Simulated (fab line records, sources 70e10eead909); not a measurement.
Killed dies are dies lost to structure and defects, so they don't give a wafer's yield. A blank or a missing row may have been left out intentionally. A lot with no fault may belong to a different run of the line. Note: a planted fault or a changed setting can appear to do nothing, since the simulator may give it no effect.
Chamber matching | flow nand harc | 4 sister chambers for NHARC_A_STAIRCASE_TRIM_229 on rie diel-13
The step chemistry O2, time 211.2 s. 8 wafers are shown with their chamber, then 8 later ones without.

== WAFERS WITH THEIR CHAMBER ==
wafer  | chamber | showerhead plenum p Torr (Torr) | drypump motor current A (A)
L083.3 | 1       | 3.66                            | 6.4
L083.4 | 3       | 3.34                            | 6.1
L084.4 | 2       | 3.79                            | 6.3
L084.6 | 0       | 3.35                            | 6.4
L088.2 | 1       | 3.65                            | 6.4
L088.3 | 0       | 3.35                            | 6.5
L088.5 | 2       | 3.78                            | 6.3
L091.2 | 3       | 3.33                            | 6.1

== WAFERS WITH NO CHAMBER GIVEN ==
wafer  | showerhead plenum p Torr (Torr) | drypump motor current A (A)
L091.4 | 3.78                            | 6.3
L091.5 | 3.78                            | 6.3
L093.1 | 3.32                            | 6.1
L093.2 | 3.34                            | 6.5
L093.4 | 3.77                            | 6.3
L094.1 | 3.77                            | 6.3
L094.2 | 3.33                            | 6.5
L094.4 | 3.32                            | 6.1

== CHAMBER TAKEN BY EACH ==
wafer  | from the rows above | in truth
L091.4 | 2                   | 2
L091.5 | 2                   | 2
L093.1 | 3                   | 3
L093.2 | 0                   | 0
L093.4 | 2                   | 2
L094.1 | 2                   | 2
L094.2 | 0                   | 0
L094.4 | 3                   | 3
8 of 8 placed correctly. Number that these rows cannot place: 0. 0 placed wrongly.
How it was worked out, from the rows above alone: a wafer's distance from a chamber is the root of the sum, over the readings, of the square of ((its reading less the chamber's mean) divided by the reading's scatter). The wafer belongs to the nearest chamber; if the next one is less than 2 further off, it can't be placed. The mean given for a chamber averages the wafers shown for that chamber. How the scatter is found: for the shown wafers, subtract from each reading the mean of its chamber, square and add these, divide the total by (wafers less chambers), then take the root.
